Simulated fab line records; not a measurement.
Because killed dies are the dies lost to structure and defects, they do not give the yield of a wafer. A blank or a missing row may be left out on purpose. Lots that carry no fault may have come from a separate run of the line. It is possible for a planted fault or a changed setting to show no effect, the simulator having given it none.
Matching of chambers / flow n5_finfet / N5_BEOL_M0_SAQP_HM_OPEN_112 on rie_diel-04 has 4 sister chambers
The step chemistry CHF3/O2, target SiO2, stops on a-Si, target depth 12 nm, time 13.5 s. 4 wafers are shown with their chamber, then 7 later ones without.

== WAFERS, EACH WITH ITS CHAMBER ==
wafer=L085.1; chamber=1; rf_vpp_V (V)=524
wafer=L085.5; chamber=0; rf_vpp_V (V)=549
wafer=L092.2; chamber=2; rf_vpp_V (V)=526
wafer=L092.4; chamber=3; rf_vpp_V (V)=510

== WAFERS WITHOUT THEIR CHAMBER ==
wafer=L092.6; rf_vpp_V (V)=526
wafer=L093.2; rf_vpp_V (V)=509
wafer=L093.5; rf_vpp_V (V)=509
wafer=L093.6; rf_vpp_V (V)=524
wafer=L094.1; rf_vpp_V (V)=524
wafer=L094.4; rf_vpp_V (V)=526
wafer=L094.6; rf_vpp_V (V)=527

== WHICH CHAMBER EACH ONE RAN IN ==
wafer=L092.6; from the rows above=2; in truth=2
wafer=L093.2; from the rows above=3; in truth=3
wafer=L093.5; from the rows above=3; in truth=3
wafer=L093.6; from the rows above=1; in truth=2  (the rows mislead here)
wafer=L094.1; from the rows above=1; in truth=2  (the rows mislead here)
wafer=L094.4; from the rows above=2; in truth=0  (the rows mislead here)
wafer=L094.6; from the rows above=2; in truth=2
4 of 7 placed correctly. Number that these rows cannot place: 0. Placed wrongly: 3.
How it was worked out, from the rows above alone: a wafer's distance from a chamber is the root of the sum, over the readings, of the square of ((its reading less the chamber's mean) divided by the reading's scatter). The wafer belongs to the nearest chamber; if the next one is less than 2 further off, it can't be placed. Each chamber's mean is taken over the wafers shown for it. The scatter (one wafer shown for each chamber): square how far every hidden wafer sits from the nearest shown wafer, average those squares and take the square root.
